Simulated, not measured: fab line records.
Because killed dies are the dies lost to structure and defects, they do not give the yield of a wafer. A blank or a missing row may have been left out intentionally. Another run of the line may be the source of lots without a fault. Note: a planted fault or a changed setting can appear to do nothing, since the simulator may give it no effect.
Chamber matching -- flow n5-finfet -- rie-diel-04 running N5_BEOL_M14_VIA_ETCH_16: 4 sister chambers
The step etches SiO2 in C4F8/O2/Ar, target depth 1231.3 nm. 8 wafers are shown with their chamber, then 7 later ones without.

## EACH WAFER AND ITS CHAMBER
wafer,chamber,drypump-motor-current-A (A),throttle-valve-pct (%)
L076.3,3,5.0,30.83
L083.4,3,5.0,30.85
L083.5,1,5.9,30.96
L084.2,0,5.0,30.56
L084.4,0,5.0,30.56
L084.6,2,6.0,30.48
L090.3,1,5.8,30.95
L090.4,2,6.0,30.47

## WAFERS WHOSE CHAMBER IS MISSING
wafer,drypump-motor-current-A (A),throttle-valve-pct (%)
L090.5,5.0,30.86
L091.1,6.0,30.48
L091.2,5.9,30.97
L091.4,5.0,30.88
L096.3,6.0,30.51
L096.4,5.1,30.59
L096.5,6.0,30.50

## THE CHAMBER EACH PASSED THROUGH
wafer,from the rows above,in truth
L090.5,3,3
L091.1,2,2
L091.2,1,1
L091.4,3,3
L096.3,2,2
L096.4,0,0
L096.5,2,2
7 of 7 placed correctly. Not placeable from these rows: 0. 0 placed wrongly.
How it was worked out, from the rows above alone: a wafer's distance from a chamber is the root of the sum, over the readings, of the square of ((its reading less the chamber's mean) divided by the reading's scatter). The wafer belongs to the nearest chamber; if the next one is less than 2 further off, it can't be placed. For every chamber, the mean is computed from those of its wafers that are shown. The scatter: take each reading less its chamber's mean, square it, sum over the shown wafers, divide by the number of wafers less the number of chambers, and take the root.
